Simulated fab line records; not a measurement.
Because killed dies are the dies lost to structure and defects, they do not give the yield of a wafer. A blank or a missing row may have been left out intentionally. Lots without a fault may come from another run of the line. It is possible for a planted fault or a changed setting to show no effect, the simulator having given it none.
fab line records	flow nand_harc
[record] lots = 6	wafers = 18	last_day = 24
route steps=1159 shown A_CONTACT@920
lots with no fault: from the same line, run without faults
start_h: hours from the record's opening day to when the first of the lot's shown wafers began	wait_h: hours since the lot's step before	" unchanged from the row above	L1.1+2: several wafers, shown together as one row	- no value, or no start was given	* or withheld: withheld	< > ~ a bound
route shown NAME@n: a module of which the file shows steps, and the number in the route of the first	usual: mean/standard deviation taken from wafers without a fault	same: alike in all rows	chamber/n: place in a boat	sites: per-site readings	_std_site: standard deviation of those values	_edge_site: mean of outer sites minus mean of inner sites	radius_mm: for every site, how far away it sits from the centre of the wafer	mask NAME#n: copy n	behind: the last tool/chamber to shape the wafer	hold: why the lot went on hold/how many hours it stayed there/how the hold came to an end	device: the transistor (n, p or np) that didn't switch	end of line: the route-end tests of the same wafers	a step given without rows: its recipe and nothing more	killed: not the wafer's yield, but the dies lost to structure and defects at the first sort	map: a wafer's dies, x killed, . not, _ none there
set.NAME: the setting that was run; set.NAME@STEP: the one run at that earlier step	model.NAME: the simulator's own value behind a step, which no gauge read
lots at some steps of the route; a table a step, a row a wafer
services: when a tool's chamber went out of use (start_h, in hours from the record's first day, below 0 if earlier), for how many hours, and the reason
[[steps]]
[step NHARC_A_CONTACT_ETCH_106]
[recipe] target_depth_a = 600	overetch_a = 60	time_s = 33	ion_energy_ev = 100	cf4_flow_sccm = 80	o2_flow_sccm = 20	ar_flow_sccm = 0	rf_w = 300	bias_w = 100	chemistry = CF4/O2
[usual] drypump_motor_current_A = 5.93/0.3	oes_product_au = 1.003/0.0091	rf_vpp_V = 198.0/1.4	showerhead_plenum_p_Torr = 1.34/0.052	throttle_valve_pct = 13.397/0.0098
lot.wafer	tool	chamber	start_h	wait_h	drypump_motor_current_A	oes_product_au	rf_hours_counter_h	rf_vpp_V	showerhead_plenum_p_Torr	throttle_valve_pct
L603.1	rie_diel-07	1	422.75	0.1	5.86	0.989	2	200.8	1.40	13.397
L603.3	"	2	"	"	6.19	0.992	2	199.6	1.37	13.386
L603.2	"	0	"	"	5.62	1.002	2	198.1	1.36	13.423
L607.2	rie_diel-07	0	448.61	0.0	5.65	0.991	7	198.2	1.36	13.405
L607.1	"	1	"	"	5.88	1.000	7	198.7	1.40	13.400
L607.3	"	2	"	"	6.18	0.986	7	200.7	1.37	13.399
L614.2	rie_diel-07	0	459.83	0.1	5.62	0.998	10	200.1	1.36	13.393
L614.1	"	2	"	"	6.19	1.008	10	197.3	1.37	13.389
L614.3	"	3	"	"	6.18	1.012	10	196.3	1.27	13.385
L611.2	rie_diel-06	0	466.17	0.1	6.47	0.988	16	198.2	1.30	13.404
L611.5	"	0	"	"	6.46	0.998	-	195.8	1.30	13.404
L611.4	"	1	"	"	5.98	1.005	-	199.9	1.43	13.395
L613.4	rie_diel-07	0	471.08	0.1	5.61	0.999	13	199.3	1.36	13.414
L613.2	"	1	"	"	5.90	0.999	14	198.3	1.39	13.401
L613.5	"	2	"	"	6.19	0.993	-	199.5	1.37	13.401
L621.4	rie_diel-07	1	504.91	0.1	5.90	1.008	19	198.3	1.39	13.395
L621.3	"	0	"	"	5.62	1.006	17	198.1	1.36	13.400
L621.5	"	2	"	"	6.16	1.007	-	198.1	1.37	13.379
[step NHARC_A_CONTACT_STRIP_82]
[recipe] o2_flow_sccm = 500	ar_flow_sccm = 0	bias_w = 0	chemistry = O2
[usual] drypump_motor_current_A = 5.9/0.31	oes_product_au = 1.002/0.0095	rf_vpp_V = 57.8/0.92	showerhead_plenum_p_Torr = 3.55/0.13	throttle_valve_pct = 17.037/0.0096
lot.wafer	tool	chamber	start_h	wait_h	drypump_motor_current_A	oes_product_au	rf_hours_counter_h	rf_vpp_V	showerhead_plenum_p_Torr	throttle_valve_pct
L603.3	rie_diel-07	1	-	-	5.9	0.996	2	58.8	3.68	17.045
L603.2	"	2	"	"	6.2	0.998	2	57.9	3.63	17.048
L603.1	"	0	"	"	5.6	0.998	2	58.5	3.60	17.038
L607.1	rie_diel-07	0	-	-	5.6	0.997	7	57.4	3.60	17.024
L607.2	"	2	"	"	6.2	0.996	7	57.0	3.62	17.051
L607.3	"	3	"	"	6.2	1.006	7	59.0	3.35	17.041
L614.1	rie_diel-07	2	-	-	6.2	1.000	10	57.7	3.62	17.028
L614.3	"	3	"	"	6.2	1.018	10	56.4	3.35	17.042
L614.2	"	0	"	"	5.6	1.008	11	59.0	3.60	17.034
L611.2	rie_diel-06	0	-	-	6.5	0.994	16	58.3	3.45	17.022
L611.5	"	3	"	"	6.0	1.003	-	59.5	3.65	17.028
L611.4	"	0	"	"	6.5	0.989	-	55.8	3.45	17.042
L613.2	rie_diel-07	2	-	-	6.2	1.008	14	58.6	3.62	17.027
L613.4	"	0	"	"	5.6	1.002	13	58.2	3.60	17.032
L613.5	"	2	"	"	6.2	1.006	-	58.1	3.62	17.026
L621.3	rie_diel-07	3	-	-	6.2	1.011	17	57.2	3.35	17.036
L621.4	"	1	"	"	5.9	1.010	19	57.3	3.68	17.045
L621.5	"	3	"	"	6.2	1.017	-	57.3	3.35	17.031
[step NHARC_A_CONTACT_STRIP_83]
[recipe] time_s = 600	temp_c = 30	chemistry = post_etch_residue_remover
[step NHARC_A_CONTACT_DEP_84]
[recipe] target_thk_a = 20000	temp_c = 400	material = aC
[usual] throttle_valve_pct = 35.001/0.0085
lot.wafer	tool	chamber	start_h	wait_h	throttle_valve_pct
L603.1	acl_dep-01	0	423.39	-	35.010
L603.2	"	0	"	"	34.988
L603.3	"	0	"	"	34.989
L607.1	acl_dep-03	0	449.25	-	35.005
L607.2	"	0	"	"	34.997
L607.3	"	0	"	"	35.010
L614.1	acl_dep-03	0	460.48	-	34.992
L614.2	"	0	"	"	35.006
L614.3	"	0	"	"	34.998
L611.2	acl_dep-02	0	473.60	-	34.999
L611.4	"	0	"	"	35.000
L611.5	"	0	"	"	35.002
L613.2	acl_dep-01	0	476.05	-	35.005
L613.4	"	0	"	"	35.012
L613.5	"	0	"	"	34.997
L621.3	acl_dep-01	0	506.96	-	35.003
L621.4	"	0	"	"	35.005
L621.5	"	0	"	"	35.000
[step NHARC_A_CONTACT_DEP_85]
[recipe] target_thk_a = 500	target_thk_nm = 50	temp_c = 400	pressure_torr = 3.5	flow_sccm = 200	rf_w = 350	material = SiON
[usual] heater_power_w = 702/72
lot.wafer	tool	chamber	start_h	wait_h	heater_power_w
L603.1	pecvd-02	2	424.83	1.2	650
L603.2	"	0	"	"	588
L603.3	"	1	"	"	738
L607.2	pecvd-04	1	450.52	0.9	698
L607.3	"	2	"	"	625
L607.1	"	0	"	"	765
L614.1	pecvd-02	1	461.76	1.1	710
L614.3	"	2	"	"	718
L614.2	"	0	"	"	539
L611.2	pecvd-04	0	474.71	0.9	808
L611.4	"	2	"	"	714
L611.5	"	0	"	"	818
L613.2	pecvd-01	1	477.19	0.9	738
L613.4	"	2	"	"	659
L613.5	"	0	"	"	665
L621.3	pecvd-02	0	507.85	0.7	652
L621.4	"	2	"	"	698
L621.5	"	0	"	"	653
[step NHARC_A_CONTACT_DEHYDRATE_00]
[recipe] temp_c = 150	time_s = 120
[step NHARC_A_CONTACT_HMDS_01]
[recipe] time_s = 30
[step NHARC_A_CONTACT_COAT_86]
[recipe] temp_c = 260	time_s = 75
[step NHARC_A_CONTACT_COAT_87]
[recipe] temp_c = 225	time_s = 65
[step NHARC_A_CONTACT_COAT_02]
[recipe] spin_rpm = 1500	resist_thk_nm = 90
[step NHARC_A_CONTACT_SOFTBAKE_03]
[recipe] temp_c = 105	time_s = 55
[step NHARC_A_CONTACT_EBR_04]
[step NHARC_A_CONTACT_EXPOSE_05]
[recipe] na = 1.35	sigma_outer = 0.8	dose_mj = 84.24	mask_id = A_CC
[usual] stage_vel_mm_s = 500.03/0.29
lot.wafer	tool	chamber	start_h	wait_h	mask	stage_vel_mm_s	model.A_CONTACT.overlay_x_nm
L603.1	arfi_scanner-01	0	425.41	-	A_CC#0	499.54	-0.9153
L603.2	"	0	"	"	A_CC#0	499.55	-0.9153
L603.3	"	0	"	"	A_CC#0	499.65	-0.9153
L607.1	arfi_scanner-02	0	451.10	-	A_CC#0	500.23	-0.853
L607.2	"	0	"	"	A_CC#0	499.96	-0.853
L607.3	"	0	"	"	A_CC#0	500.13	-0.853
L614.1	arfi_scanner-01	0	462.34	-	A_CC#0	500.16	9.715
L614.2	"	0	"	"	A_CC#0	500.24	9.715
L614.3	"	0	"	"	A_CC#0	500.47	9.715
L611.2	arfi_scanner-02	0	475.26	-	A_CC#0	500.09	0.1147
L611.4	"	0	"	"	A_CC#0	500.24	0.1147
L611.5	"	0	"	"	A_CC#0	500.33	0.1147
L613.2	arfi_scanner-01	0	477.72	-	A_CC#0	500.62	8.743
L613.4	"	0	"	"	A_CC#0	500.13	8.743
L613.5	"	0	"	"	A_CC#0	500.57	8.743
L621.3	arfi_scanner-03	0	508.41	-	A_CC#0	499.47	-0.6046
L621.4	"	0	"	"	A_CC#0	500.12	-0.6046
L621.5	"	0	"	"	A_CC#0	499.59	-0.6046
[step NHARC_A_CONTACT_PEB_06]
[recipe] peb_temp_c = 100	peb_time_s = 65
[step NHARC_A_CONTACT_DEVELOP_07]
[recipe] develop_time_s = 35	dev_temp_c = 23
[step NHARC_A_CONTACT_CD_MEAS_08]
[recipe] target_cd_nm = 100	landing_energy_ev = 500
[usual] cd_nm = 99.8/0.59
lot.wafer	tool	chamber	start_h	wait_h	cd_nm
L603.1	cd_sem-01	0	425.54	-	99.2
L603.2	"	0	"	"	99.9
L603.3	"	0	"	"	98.8
L607.1	cd_sem-03	0	451.24	-	100.6
L607.2	"	0	"	"	100.4
L607.3	"	0	"	"	100.2
L614.1	cd_sem-03	0	462.48	-	99.8
L614.2	"	0	"	"	99.1
L614.3	"	0	"	"	99.9
L611.2	cd_sem-03	0	475.41	-	99.9
L611.4	"	0	"	"	100.2
L611.5	"	0	"	"	100.3
L613.2	cd_sem-01	0	477.86	-	100.3
L613.4	"	0	"	"	100.2
L613.5	"	0	"	"	99.4
L621.3	cd_sem-03	0	508.55	-	100.8
L621.4	"	0	"	"	100.5
L621.5	"	0	"	"	100.5
[step NHARC_A_CONTACT_OVL_MEAS_09]
[usual] overlay_x_nm = 0.2/0.79	overlay_y_nm = 0.0/0.79
lot.wafer	tool	chamber	start_h	wait_h	overlay_x_nm	overlay_y_nm
L603.1	overlay-02	-	425.63	-	-0.7	0.4
L603.2	"	-	"	"	-1.1	0.2
L603.3	"	-	"	"	-0.9	0.7
L607.1	overlay-01	-	451.33	-	-0.5	-0.5
L607.2	"	-	"	"	-1.4	-0.5
L607.3	"	-	"	"	-0.8	-0.9
L614.1	overlay-02	-	462.56	-	9.8	0.3
L614.2	"	-	"	"	9.6	0.2
L614.3	"	-	"	"	10.2	0.2
L611.2	overlay-01	-	475.50	-	0.3	1.2
L611.4	"	-	"	"	0.3	1.0
L611.5	"	-	"	"	0.3	1.1
L613.2	overlay-01	-	477.94	-	9.0	-1.1
L613.4	"	-	"	"	8.8	-1.0
L613.5	"	-	"	"	8.8	-1.4
L621.3	overlay-01	-	508.63	-	-0.3	-0.8
L621.4	"	-	"	"	-0.5	-0.8
L621.5	"	-	"	"	-0.6	-0.5
[step NHARC_A_CONTACT_INSPECT_10]
[usual] raw_defect_count = 31/14
lot.wafer	tool	chamber	start_h	wait_h	raw_defect_count
L603.1	defect_inspect-01	-	425.67	0.0	30
L603.2	"	-	"	"	22
L603.3	"	-	"	"	36
L607.1	defect_inspect-01	-	451.36	0.0	31
L607.2	"	-	"	"	25
L607.3	"	-	"	"	20
L614.1	defect_inspect-02	-	462.60	0.0	9
L614.2	"	-	"	"	19
L614.3	"	-	"	"	12
L611.2	defect_inspect-02	-	475.53	0.0	28
L611.4	"	-	"	"	27
L611.5	"	-	"	"	32
L613.2	defect_inspect-02	-	477.98	0.0	56
L613.4	"	-	"	"	45
L613.5	"	-	"	"	55
L621.3	defect_inspect-02	-	508.67	0.0	43
L621.4	"	-	"	"	34
L621.5	"	-	"	"	37
[[services]]
tool	chamber	start_h	hours	kind
rie_diel-07	-	405.20	9.0	pm
rie_diel-07	0	405.20	9.0	vent_cycle
rie_diel-07	1	405.20	9.0	vent_cycle
rie_diel-07	2	405.20	9.0	vent_cycle
rie_diel-07	3	405.20	9.0	vent_cycle
acl_dep-03	-	407.01	13.0	pm
rie_diel-07	0	414.20	-	clean
rie_diel-07	1	414.20	-	clean
rie_diel-07	2	414.20	-	clean
rie_diel-07	3	414.20	-	clean
pecvd-01	-	418.19	13.0	pm
rie_diel-06	-	418.43	9.0	pm
arfi_scanner-02	-	428.00	4.0	pm
rie_diel-07	0	438.70	-	clean
rie_diel-07	1	438.70	-	clean
rie_diel-07	2	438.70	-	clean
rie_diel-07	3	438.70	-	clean
rie_diel-07	0	439.06	1.8	repair
rie_diel-07	0	463.21	-	clean
rie_diel-06	2	464.28	9.1	repair
acl_dep-01	-	467.59	6.0	repair
acl_dep-01	-	477.07	13.0	pm
arfi_scanner-03	-	484.00	4.0	pm
rie_diel-07	2	495.11	1.8	repair
[[key]]
[first_sign] step = NHARC_A_CONTACT_OVL_MEAS_09	reading = overlay_x_nm	direction = up	sigmas = 12	usual = 0.2	struck = 9.4
effect none on later readings
[model_effect] step = NHARC_A_CONTACT_EXPOSE_05	value = A_CONTACT.overlay_x_nm	without = 1.353	struck = 9.229
met_at NHARC_A_CONTACT_EXPOSE_05
struck_wafers L613.2,L613.4,L613.5,L614.1,L614.2,L614.3
tester_left_out L613,L614
onset_between 425.41 462.34
[fault] kind = scanner_matching_overlay	tool = arfi_scanner-01	chamber = -	onset_h = 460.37	steps = NHARC_A_CONTACT_EXPOSE_05	offset = 7.8759
// tester_left_out: of these lots the tester's yield and bins aren't shown, on N5 and GAA mostly nor the transistor test; their killed dies are dies lost to structure and defects alone, not to doping, threshold or leakage, so they don't give the yield
